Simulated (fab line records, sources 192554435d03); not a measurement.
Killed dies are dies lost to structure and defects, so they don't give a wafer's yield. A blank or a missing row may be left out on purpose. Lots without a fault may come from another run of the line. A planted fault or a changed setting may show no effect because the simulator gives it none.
Chamber matching | flow n5_finfet | N5_BEOL_M8_STRIP_19 on rie_diel-03: 3 sister chambers
The step strips in O2. 3 wafers are shown with their chamber, then 4 later ones without.

WAFERS WITH THEIR CHAMBER
wafer  | chamber | showerhead_plenum_p_Torr (Torr)
L079.2 | 0       | 2.01
L087.1 | 3       | 2.19
L087.3 | 2       | 2.21

WAFERS WITHOUT THEIR CHAMBER
wafer  | showerhead_plenum_p_Torr (Torr)
L087.6 | 2.21
L089.2 | 2.19
L089.6 | 2.21
L097.3 | 2.20

WHICH CHAMBER EACH WENT THROUGH
wafer  | from the rows above     | in truth
L087.6 | 2                       | 2
L089.2 | 3                       | 3
L089.6 | 2                       | 2
L097.3 | can't be placed: 2 or 3 | 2
Placed correctly: 3 of 4. Can't be placed from these rows: 1 (the true chamber is among the candidates in 1). Placed wrongly: 0.
How it was worked out, from the rows above alone: a wafer's distance from a chamber is the root of the sum, over the readings, of the square of ((its reading less the chamber's mean) divided by the reading's scatter). The wafer belongs to the nearest chamber; if the next one is less than 2 further off, it can't be placed. A chamber's mean is the mean of its shown wafers. The scatter: with one shown wafer a chamber, the root of the mean of the squares of how far each hidden wafer lies from its nearest shown one.
